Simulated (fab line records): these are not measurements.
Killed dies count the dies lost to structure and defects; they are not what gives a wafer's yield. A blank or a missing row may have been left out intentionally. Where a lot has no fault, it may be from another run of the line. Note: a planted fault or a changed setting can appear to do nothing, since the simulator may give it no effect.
Which tool did it? :: flow nandHarc :: 14 lots with 40 wafers sampled at 5 steps, on a route of 1302 steps

== WHAT THE GAUGES SHOWED, per wafer ==
NHARC_A_ONON_D2_THK_MEAS_08: measures by ellipsometry.
lot: L308
measured: day 12 05:49
on: filmMetro-02
thkNm (nm): 984 984 983

lot: L310
measured: day 13 14:39
on: filmMetro-01
thkNm (nm): 992 992 993

lot: L312
measured: day 14 04:38
on: filmMetro-01
thkNm (nm): 1011 1010 1010

lot: L313
measured: day 14 04:50
on: filmMetro-01
thkNm (nm): 997 994 994

lot: L314
measured: day 14 11:12
on: filmMetro-02
thkNm (nm): 1000 1001 997

lot: L315
measured: day 15 13:15
on: filmMetro-01
thkNm (nm): 997 996 996

lot: L316
measured: day 15 13:14
on: filmMetro-01
thkNm (nm): 997 997 996

lot: L322
measured: day 18 13:50
on: filmMetro-02
thkNm (nm): 988 988 985

lot: L323
measured: day 18 14:00
on: filmMetro-02
thkNm (nm): 909 913

lot: L324
measured: day 19 03:05
on: filmMetro-02
thkNm (nm): 912 993 913 915 992 913

lot: L327
measured: day 20 11:08
on: filmMetro-02
thkNm (nm): 999 1000 1000

lot: L329
measured: day 21 06:02
on: filmMetro-01
thkNm (nm): 1004 1006 1004

lot: L330
measured: day 21 20:11
on: filmMetro-01
thkNm (nm): 994 996 994

lot: L331
measured: day 21 20:12
on: filmMetro-02
thkNm (nm): 989 991 990

== EACH LOT AND THE TOOL THAT RAN IT (in order: tool; ch and the chambers of the sampled wafers; start) ==
lot: L308
NHARC_A_CHANNEL_HOLE_D1_ETCH_23: harEtch-01 ch 0,1, day 8 13:45
NHARC_A_CHANNEL_HOLE_D1_STRIP_27: rieDiel-06 ch 0,2,3, day 10 04:12 or earlier
NHARC_A_CHANNEL_FILL_D1_ALD_25: aldHk-02 ch 2,3, day 10 04:12
NHARC_A_ONON_D2_DEP_06: pecvdOnon-03 ch 0, day 12 05:29

lot: L310
NHARC_A_CHANNEL_HOLE_D1_ETCH_23: harEtch-01 ch 0,1, day 9 17:58
NHARC_A_CHANNEL_HOLE_D1_STRIP_27: rieDiel-03 ch 1,2,3, day 11 12:07 or earlier
NHARC_A_CHANNEL_FILL_D1_ALD_25: aldHk-04 ch 0,2,3, day 11 12:07
NHARC_A_ONON_D2_DEP_06: pecvdOnon-03 ch 0, day 13 14:08

lot: L312
NHARC_A_CHANNEL_HOLE_D1_ETCH_23: harEtch-01 ch 0,1, day 10 10:55
NHARC_A_CHANNEL_HOLE_D1_STRIP_27: rieDiel-06 ch 0,3, day 12 04:37 or earlier
NHARC_A_CHANNEL_FILL_D1_ALD_25: aldHk-01 ch 1,2,3, day 12 04:37
NHARC_A_ONON_D2_DEP_06: pecvdOnon-01 ch 0, day 14 04:14

lot: L313
NHARC_A_CHANNEL_HOLE_D1_ETCH_23: harEtch-02 ch 0,1, day 10 11:07
NHARC_A_CHANNEL_HOLE_D1_STRIP_27: rieDiel-01 ch 0,1,3, day 12 04:40 or earlier
NHARC_A_CHANNEL_FILL_D1_ALD_25: aldHk-02 ch 0,1,3, day 12 04:40
NHARC_A_ONON_D2_DEP_06: pecvdOnon-02 ch 0, day 14 04:23

lot: L314
NHARC_A_CHANNEL_HOLE_D1_ETCH_23: harEtch-01 ch 0,1, day 10 18:58
NHARC_A_CHANNEL_HOLE_D1_STRIP_27: rieDiel-06 ch 0,1,2, day 12 14:12 or earlier
NHARC_A_CHANNEL_FILL_D1_ALD_25: aldHk-02 ch 0,1,3, day 12 14:12
NHARC_A_ONON_D2_DEP_06: pecvdOnon-03 ch 0, day 14 10:41

lot: L315
NHARC_A_CHANNEL_HOLE_D1_ETCH_23: harEtch-02 ch 1, day 11 14:41
NHARC_A_CHANNEL_HOLE_D1_STRIP_27: rieDiel-03 ch 1,3, day 13 13:29 or earlier
NHARC_A_CHANNEL_FILL_D1_ALD_25: aldHk-04 ch 0,2, day 13 13:29
NHARC_A_ONON_D2_DEP_06: pecvdOnon-03 ch 0, day 15 12:44

lot: L316
NHARC_A_CHANNEL_HOLE_D1_ETCH_23: harEtch-01 ch 0,1, day 11 22:23
NHARC_A_CHANNEL_HOLE_D1_STRIP_27: rieDiel-06 ch 0,1,3, day 13 13:04 or earlier
NHARC_A_CHANNEL_FILL_D1_ALD_25: aldHk-02 ch 0,1,3, day 13 13:04
NHARC_A_ONON_D2_DEP_06: pecvdOnon-01 ch 0, day 15 12:50

lot: L322
NHARC_A_CHANNEL_HOLE_D1_ETCH_23: harEtch-02 ch 0,1, day 14 19:00
NHARC_A_CHANNEL_HOLE_D1_STRIP_27: rieDiel-06 ch 0,1,3, day 16 12:33 or earlier
NHARC_A_CHANNEL_FILL_D1_ALD_25: aldHk-02 ch 0,2,3, day 16 12:33
NHARC_A_ONON_D2_DEP_06: pecvdOnon-03 ch 0, day 18 13:26

lot: L323
NHARC_A_CHANNEL_HOLE_D1_ETCH_23: harEtch-01 ch 1, day 14 20:39
NHARC_A_CHANNEL_HOLE_D1_STRIP_27: rieDiel-01 ch 2, day 16 12:33 or earlier
NHARC_A_CHANNEL_FILL_D1_ALD_25: aldHk-01 ch 1, day 16 12:33
NHARC_A_ONON_D2_DEP_06: pecvdOnon-02 ch 0, day 18 13:37

lot: L324
NHARC_A_CHANNEL_HOLE_D1_ETCH_23: harEtch-02 ch 0,1, day 15 07:10
NHARC_A_CHANNEL_HOLE_D1_STRIP_27: rieDiel-03 ch 1,3, day 17 01:07 or earlier
NHARC_A_CHANNEL_FILL_D1_ALD_25: aldHk-01 ch 0,1, day 17 01:07
NHARC_A_ONON_D2_DEP_06: pecvdOnon-02 ch 0, day 19 02:42

lot: L327
NHARC_A_CHANNEL_HOLE_D1_ETCH_23: harEtch-02 ch 0,1, day 16 16:59
NHARC_A_CHANNEL_HOLE_D1_STRIP_27: rieDiel-06 ch 0,1, day 18 12:59 or earlier
NHARC_A_CHANNEL_FILL_D1_ALD_25: aldHk-01 ch 0,1, day 18 12:59
NHARC_A_ONON_D2_DEP_06: pecvdOnon-03 ch 0, day 20 10:47

lot: L329
NHARC_A_CHANNEL_HOLE_D1_ETCH_23: harEtch-01 ch 0,1, day 17 10:45
NHARC_A_CHANNEL_HOLE_D1_STRIP_27: rieDiel-06 ch 1,2,3, day 19 03:26 or earlier
NHARC_A_CHANNEL_FILL_D1_ALD_25: aldHk-01 ch 0,3, day 19 03:26
NHARC_A_ONON_D2_DEP_06: pecvdOnon-03 ch 0, day 21 05:32

lot: L330
NHARC_A_CHANNEL_HOLE_D1_ETCH_23: harEtch-01 ch 0,1, day 17 19:04
NHARC_A_CHANNEL_HOLE_D1_STRIP_27: rieDiel-06 ch 1,2, day 19 13:18 or earlier
NHARC_A_CHANNEL_FILL_D1_ALD_25: aldHk-01 ch 2,3, day 19 13:18
NHARC_A_ONON_D2_DEP_06: pecvdOnon-01 ch 0, day 21 19:44

lot: L331
NHARC_A_CHANNEL_HOLE_D1_ETCH_23: harEtch-01 ch 1, day 18 04:43
NHARC_A_CHANNEL_HOLE_D1_STRIP_27: rieDiel-06 ch 1,2, day 19 21:17 or earlier
NHARC_A_CHANNEL_FILL_D1_ALD_25: aldHk-04 ch 0,1,3, day 19 21:17
NHARC_A_ONON_D2_DEP_06: pecvdOnon-02 ch 0, day 21 19:45
- NHARC_A_CHANNEL_HOLE_D1_ETCH_23: etches the open film in C4F8/O2/Ar, time 819 s, target depth 1600 nm.
- NHARC_A_CHANNEL_HOLE_D1_STRIP_27: strips in O2.
- NHARC_A_CHANNEL_FILL_D1_ALD_25: deposits SiOx, target thk 60 nm, pulse time 10 s, ald cycles 600.
- NHARC_A_ONON_D2_DEP_06: target thk 1000 nm.

== AS READ BY THE TOOLS THEMSELVES (means over the sampled wafers that have a number; for cases with no such wafer, the mark the record gives instead) ==
NHARC_A_CHANNEL_HOLE_D1_ETCH_23.
lot: L308
tool: harEtch-01
drypumpMotorCurrentA (A): 5.3
showerheadPlenumPTorr (Torr): 3.60
throttleValvePct (%): 32.157

lot: L310
tool: harEtch-01
drypumpMotorCurrentA (A): 5.3
showerheadPlenumPTorr (Torr): 3.65
throttleValvePct (%): 32.159

lot: L312
tool: harEtch-01
drypumpMotorCurrentA (A): 5.3
showerheadPlenumPTorr (Torr): 3.64
throttleValvePct (%): 32.156

lot: L313
tool: harEtch-02
drypumpMotorCurrentA (A): 5.7
showerheadPlenumPTorr (Torr): 3.76
throttleValvePct (%): 32.152

lot: L314
tool: harEtch-01
drypumpMotorCurrentA (A): 5.3
showerheadPlenumPTorr (Torr): 3.59
throttleValvePct (%): 32.164

lot: L315
tool: harEtch-02
drypumpMotorCurrentA (A): 6.1
showerheadPlenumPTorr (Torr): 3.74
throttleValvePct (%): 32.152

lot: L316
tool: harEtch-01
drypumpMotorCurrentA (A): 5.3
showerheadPlenumPTorr (Torr): 3.63
throttleValvePct (%): 32.160

lot: L322
tool: harEtch-02
drypumpMotorCurrentA (A): 5.9
showerheadPlenumPTorr (Torr): 3.73
throttleValvePct (%): 32.158

lot: L323
tool: harEtch-01
drypumpMotorCurrentA (A): 5.4
showerheadPlenumPTorr (Torr): 3.67
throttleValvePct (%): 32.150

lot: L324
tool: harEtch-02
drypumpMotorCurrentA (A): 5.9
showerheadPlenumPTorr (Torr): 3.72
throttleValvePct (%): 32.155

lot: L327
tool: harEtch-02
drypumpMotorCurrentA (A): 5.9
showerheadPlenumPTorr (Torr): 3.71
throttleValvePct (%): 32.157

lot: L329
tool: harEtch-01
drypumpMotorCurrentA (A): 5.3
showerheadPlenumPTorr (Torr): 3.59
throttleValvePct (%): 32.158

lot: L330
tool: harEtch-01
drypumpMotorCurrentA (A): 5.3
showerheadPlenumPTorr (Torr): 3.58
throttleValvePct (%): 32.166

lot: L331
tool: harEtch-01
drypumpMotorCurrentA (A): 5.4
showerheadPlenumPTorr (Torr): 3.64
throttleValvePct (%): 32.152

NHARC_A_CHANNEL_HOLE_D1_STRIP_27.
lot: L308
tool: rieDiel-06
drypumpMotorCurrentA (A): 5.9
oesProductAu (a.u.): 0.997
rfVppV (V): 57.4
showerheadPlenumPTorr (Torr): 3.51
throttleValvePct (%): 17.038

lot: L310
tool: rieDiel-03
drypumpMotorCurrentA (A): 6.2
oesProductAu (a.u.): 0.992
rfVppV (V): 58.9
showerheadPlenumPTorr (Torr): 3.65
throttleValvePct (%): 17.035

lot: L312
tool: rieDiel-06
drypumpMotorCurrentA (A): 5.6
oesProductAu (a.u.): 0.993
rfVppV (V): 57.9
showerheadPlenumPTorr (Torr): 3.51
throttleValvePct (%): 17.032

lot: L313
tool: rieDiel-01
drypumpMotorCurrentA (A): 6.2
oesProductAu (a.u.): 1.007
rfVppV (V): 57.8
showerheadPlenumPTorr (Torr): 3.53
throttleValvePct (%): 17.040

lot: L314
tool: rieDiel-06
drypumpMotorCurrentA (A): 6.1
oesProductAu (a.u.): 0.995
rfVppV (V): 58.1
showerheadPlenumPTorr (Torr): 3.42
throttleValvePct (%): 17.037

lot: L315
tool: rieDiel-03
drypumpMotorCurrentA (A): 6.2
oesProductAu (a.u.): 0.989
rfVppV (V): 58.2
showerheadPlenumPTorr (Torr): 3.62
throttleValvePct (%): 17.044

lot: L316
tool: rieDiel-06
drypumpMotorCurrentA (A): 5.9
oesProductAu (a.u.): 0.992
rfVppV (V): 57.4
showerheadPlenumPTorr (Torr): 3.42
throttleValvePct (%): 17.038

lot: L322
tool: rieDiel-06
drypumpMotorCurrentA (A): 5.9
oesProductAu (a.u.): 0.993
rfVppV (V): 58.8
showerheadPlenumPTorr (Torr): 3.41
throttleValvePct (%): 17.041

lot: L323
tool: rieDiel-01
drypumpMotorCurrentA (A): 6.0
oesProductAu (a.u.): 1.015
rfVppV (V): 57.9
showerheadPlenumPTorr (Torr): 3.43
throttleValvePct (%): 17.047

lot: L324
tool: rieDiel-03
drypumpMotorCurrentA (A): 6.3
oesProductAu (a.u.): 1.003
rfVppV (V): 57.8
showerheadPlenumPTorr (Torr): 3.54
throttleValvePct (%): 17.034

lot: L327
tool: rieDiel-06
drypumpMotorCurrentA (A): 6.1
oesProductAu (a.u.): 1.000
rfVppV (V): 57.2
showerheadPlenumPTorr (Torr): 3.32
throttleValvePct (%): 17.042

lot: L329
tool: rieDiel-06
drypumpMotorCurrentA (A): 5.8
oesProductAu (a.u.): 1.003
rfVppV (V): 58.6
showerheadPlenumPTorr (Torr): 3.46
throttleValvePct (%): 17.037

lot: L330
tool: rieDiel-06
drypumpMotorCurrentA (A): 6.0
oesProductAu (a.u.): 0.999
rfVppV (V): 57.2
showerheadPlenumPTorr (Torr): 3.46
throttleValvePct (%): 17.037

lot: L331
tool: rieDiel-06
drypumpMotorCurrentA (A): 6.0
oesProductAu (a.u.): 0.998
rfVppV (V): 57.2
showerheadPlenumPTorr (Torr): 3.46
throttleValvePct (%): 17.036

NHARC_A_CHANNEL_FILL_D1_ALD_25.
lot: L308
tool: aldHk-02
heaterPowerW (W): 402
precursorPulseHeightRel: 1.003

lot: L310
tool: aldHk-04
heaterPowerW (W): 469
precursorPulseHeightRel: 1.010

lot: L312
tool: aldHk-01
heaterPowerW (W): 474
precursorPulseHeightRel: 1.019

lot: L313
tool: aldHk-02
heaterPowerW (W): 402
precursorPulseHeightRel: 0.986

lot: L314
tool: aldHk-02
heaterPowerW (W): 396
precursorPulseHeightRel: 0.997

lot: L315
tool: aldHk-04
heaterPowerW (W): 458
precursorPulseHeightRel: 0.985

lot: L316
tool: aldHk-02
heaterPowerW (W): 402
precursorPulseHeightRel: 1.008

lot: L322
tool: aldHk-02
heaterPowerW (W): 401
precursorPulseHeightRel: 1.008

lot: L323
tool: aldHk-01
heaterPowerW (W): 496
precursorPulseHeightRel: 1.018

lot: L324
tool: aldHk-01
heaterPowerW (W): 441
precursorPulseHeightRel: 1.005

lot: L327
tool: aldHk-01
heaterPowerW (W): 471
precursorPulseHeightRel: 1.022

lot: L329
tool: aldHk-01
heaterPowerW (W): 399
precursorPulseHeightRel: 1.005

lot: L330
tool: aldHk-01
heaterPowerW (W): 446
precursorPulseHeightRel: 1.007

lot: L331
tool: aldHk-04
heaterPowerW (W): 459
precursorPulseHeightRel: 0.997

NHARC_A_ONON_D2_DEP_06.
lot: L308
tool: pecvdOnon-03
nh3FlowSccm (sccm): 499.8

lot: L310
tool: pecvdOnon-03
nh3FlowSccm (sccm): 500.2

lot: L312
tool: pecvdOnon-01
nh3FlowSccm (sccm): 500.4

lot: L313
tool: pecvdOnon-02
nh3FlowSccm (sccm): 501.4

lot: L314
tool: pecvdOnon-03
nh3FlowSccm (sccm): 499.9

lot: L315
tool: pecvdOnon-03
nh3FlowSccm (sccm): 499.2

lot: L316
tool: pecvdOnon-01
nh3FlowSccm (sccm): 500.0

lot: L322
tool: pecvdOnon-03
nh3FlowSccm (sccm): 500.6

lot: L323
tool: pecvdOnon-02
nh3FlowSccm (sccm): 499.8

lot: L324
tool: pecvdOnon-02
nh3FlowSccm (sccm): 500.1

lot: L327
tool: pecvdOnon-03
nh3FlowSccm (sccm): 497.9

lot: L329
tool: pecvdOnon-03
nh3FlowSccm (sccm): 501.4

lot: L330
tool: pecvdOnon-01
nh3FlowSccm (sccm): 500.7

lot: L331
tool: pecvdOnon-02
nh3FlowSccm (sccm): 499.7

== THE ANSWER, worked out from the rows above alone ==
Rule: usual is defined by the lots themselves. The widest of any qualifying gaps counts: lots, ordered by their means at a reading, are off when they make up no more than a third of the lots, leave a main group of 4 or more, and stand apart from it by 3 or more times the standard deviation of that group's means. A main group whose means are all the same, to the digits that the tables above print for the reading, isn't used. A lot without any number at a reading at which 4 lots or more have one is off too. Where the step has rows for the other lots, those lots are counted as sound. Order of review: gauges by route order, followed by the tools' own readings, for which a lot's mean as printed above is used. At the first step where some lot is off, the reading lying furthest off is the one used; lots without a number count as furthest.
Off: L323, L324, at NHARC_A_ONON_D2_THK_MEAS_08 (thkNm). Main group: mean 996 nm, sd 7.
A tool fits if, at a process step before that reading, it ran every lot that is off, and no sound lot after the first of them. Those tools and the gauges at NHARC_A_ONON_D2_THK_MEAS_08 are tried in the same way. With no start given for some of its lots, NHARC_A_CHANNEL_HOLE_D1_STRIP_27 uses the hours and lot order of NHARC_A_CHANNEL_FILL_D1_ALD_25. None of those tried fits.

== WHAT HAD BEEN PUT IN BY THE SIMULATOR ==
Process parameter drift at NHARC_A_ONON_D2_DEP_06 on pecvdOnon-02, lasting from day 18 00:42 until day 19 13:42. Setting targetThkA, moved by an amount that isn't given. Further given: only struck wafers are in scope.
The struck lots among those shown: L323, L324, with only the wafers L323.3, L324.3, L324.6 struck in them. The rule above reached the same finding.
